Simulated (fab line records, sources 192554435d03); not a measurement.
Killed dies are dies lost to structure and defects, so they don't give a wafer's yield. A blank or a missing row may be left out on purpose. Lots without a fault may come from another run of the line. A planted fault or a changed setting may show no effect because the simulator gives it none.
A struck lot beside a sound one | flow n5_finfet | 40 steps out of a route of 1938
Sound: wafers L462.1, L462.3, L462.6. Struck: wafers L460.2, L460.4, L460.6. The cause comes at the end.
At each step with rows: each side's tool, then ch and its chambers, then its first start. Under that, the readings that differ: sound wafers | struck wafers | difference of the means | sigmas: that difference in standard deviations of wafers without a fault.
alike: readings whose means differ by less than 2 such deviations, and words and numbers that are the same on both sides. not compared: withheld readings, readings that some wafer has no value for, bounds like >300 that may hide the same value, and numbers for which the record gives no deviation and whose values overlap.
The two part at a step that has a row with sigmas, a row that says differs or no value, or rows on one side only. Numbers that don't overlap but have no deviation are shown without sigmas and don't part them. A reading that every wafer of one side lacks parts them only if that side has two wafers or more.

first, 12 steps without rows for these wafers: N5_HKMG_FIN_COAT_85 (time 60 s, resist thk 300 nm); N5_HKMG_FIN_ETCH_86 (etches SOC in N2/H2, stops on TiN, target depth 393.2 nm); N5_HKMG_FIN_STRIP_89 (strips SOC in N2/H2, time 20 s); N5_HKMG_FIN_WET_ETCH_87 (etches TiN in SC1, time 154.2 s, target depth 4.7 nm, rinse time 30 s); N5_HKMG_FIN_STRIP_88 (strips in N2/H2, time 360 s); N5_HKMG_FIN_NWFM_ALD_20 (deposits TiAlC, target thk 2 nm, pulse time 3 s, purge time 2 s); N5_HKMG_FIN_ALD_71 (deposits TiN, target thk 1 nm, pulse time 1 s, purge time 3 s); N5_HKMG_FIN_COAT_66 (time 60 s, resist thk 300 nm); N5_HKMG_FIN_ETCH_67 (etches SOC in N2/H2, stops on TiN, target depth 388.9 nm); N5_HKMG_FIN_STRIP_90 (strips SOC in N2/H2, time 20 s); N5_HKMG_FIN_WET_ETCH_73 (etches the open film in SC1, time 42.3 s, target depth 1.3 nm, rinse time 30 s); N5_HKMG_FIN_ETCHBACK_68 (etches the open film in Cl2/Ar, stops on HfO2, target depth 0.5 nm).
N5_HKMG_FIN_STRIP_69: strips in N2/H2, time 360 s.
  sound on plasma_asher-01 ch 0,1, day 5 20:03; struck on plasma_asher-02 ch 0, day 5 07:05
  alike: drypump_motor_current_A, heater_power_w
  not compared: rf_hours_counter_h
N5_HKMG_FIN_ALD_21: deposits TiN, target thk 1.5 nm, pulse time 1 s, purge time 3 s.
  sound on ald_metal-02 ch 0,1,3, day 5 20:26; struck on ald_metal-01 ch 0,3, day 5 07:28
  alike: heater_power_w, precursor_pulse_height_rel
then, 6 steps without rows for these wafers: N5_HKMG_FIN_ALD_72 (deposits W, target thk 2 nm, pulse time 1 s, purge time 2 s); N5_HKMG_FIN_W_FILL_22 (material W, target thk 60 nm, time 18.2 s); N5_HKMG_FIN_PRECLEAN_83 (cleans in DIW, time 57.5 s); N5_HKMG_FIN_SRD_84 (dry time 32 s); N5_HKMG_FIN_CMP_23 (polishes, stops on SiNx, t overpolish 10 s, target thk 46.326 nm); N5_HKMG_FIN_CMP_94 (polishes, stops on SiNx, t overpolish 4.7 s, target thk 43.299 nm).
N5_GATE_CUT_ETCHBACK_00: etches W in SF6/Cl2.
  sound on rie_metal-03 ch 0,1, day 5 21:43; struck on rie_metal-03 ch 0,1, day 5 08:44
  alike: drypump_motor_current_A, he_backside_leak_sccm, oes_product_au, throttle_valve_pct
  not compared: rf_hours_counter_h
then, 1 step without rows for these wafers: N5_GATE_CUT_ETCH_56 (etches TiN in Cl2/Ar, target depth 21.6 nm).
N5_GATE_CUT_ETCHBACK_30: etches TiN in Cl2/Ar, target depth 3 nm.
  sound on rie_metal-03 ch 0,1, day 5 21:55; struck on rie_metal-03 ch 0,1, day 5 08:57
  alike: drypump_motor_current_A, he_backside_leak_sccm, oes_product_au, throttle_valve_pct
  not compared: rf_hours_counter_h
then, 6 steps without rows for these wafers: N5_GATE_CUT_VAPOR_ETCH_60 (etches HfO2 in BCl3/Cl2); N5_GATE_CUT_ETCH_58 (etches SiNx in CH3F/O2, target depth 17 nm, time 128.6 s); N5_GATE_CUT_STRIP_59 (strips in N2/H2, time 20 s); N5_GATE_CUT_PRECLEAN_31 (cleans in DIW, time 300 s); N5_GATE_CUT_SRD_32 (time 30 s); N5_GATE_CUT_SAC_CAP_01 (material SiNx, target thk 24 nm, pulse time 1 s, ald cycles 480).
N5_GATE_CUT_PECVD_57: deposits SiNx from SiH4/NH3/N2, target thk 21 nm.
  sound on pecvd-03 ch 0,1, day 6 00:47; struck on pecvd-03 ch 0,1, day 5 11:33
  alike: heater_power_w, showerhead_plenum_p_Torr, throttle_valve_pct
then, 1 step without rows for these wafers: N5_GATE_CUT_CMP_02 (polishes, stops on SiO2, t overpolish 12.7 s, target thk 0 nm).
N5_GATE_CUT_HM_DEP_46: deposits SiO2 from TEOS/O2, target thk 130 nm, time 26.6 s.
  sound on pecvd-01 ch 0,1,2, day 6 01:11; struck on pecvd-04 ch 0,1, day 5 11:58
  alike: heater_power_w, showerhead_plenum_p_Torr, throttle_valve_pct
then, 7 steps without rows for these wafers: N5_GATE_CUT_COAT_34 (time 60 s, resist thk 60 nm); N5_GATE_CUT_COAT_35 (time 60 s, resist thk 10 nm); N5_GATE_CUT_COAT_27 (time 60 s, resist thk 10 nm); N5_GATE_CUT_COAT_07 (resist thk 30 nm); N5_GATE_CUT_EBR_09; N5_GATE_CUT_SOFTBAKE_08 (time 60 s); N5_GATE_CUT_EXPOSE_10 (exposes mask GATE CUT, target cd 20 nm).
-- the record jumps here: 7 days lie between the struck wafers' starts before and after (it left off in module GATE_CUT and takes up again in module PASSIVATION, whose first step shown is number 1936 of the route) --
N5_PASSIVATION_PROBE_49:
  sound on prober-01, day 13 04:44; struck on prober-01, day 12 18:19
  reading                  | sound          | struck         | difference | sigmas
  defect_limited_yield (%) | 90.9 91.9 94.2 | 82.0 83.4 82.6 | -9.7       | -6
  killed_at_front_end      | 30 38 20       | 153 142 166    | +124       | +10
  killed_dies              | 107 96 69      | 212 196 205    | +114       | +7
  sort_bin_5_function (%)  | 5.9 4.8 3.2    | 11.6 10.7 13.1 | +7.2       | +7
  sort_n_pass              | 1073 1084 1111 | 968 984 975    | -114       | -7
  sort_yield_pct (%)       | 90.9 91.9 94.2 | 82.0 83.4 82.6 | -9.7       | -6
  alike: killed_at_M0_to_M3, killed_at_M4_up, killed_at_contacts, killed_at_other, killed_open, killed_short, sort_bin_6_memory

WHERE THEY PART
Only at N5_PASSIVATION_PROBE_49, within this record.

WHY: what the simulator had put in
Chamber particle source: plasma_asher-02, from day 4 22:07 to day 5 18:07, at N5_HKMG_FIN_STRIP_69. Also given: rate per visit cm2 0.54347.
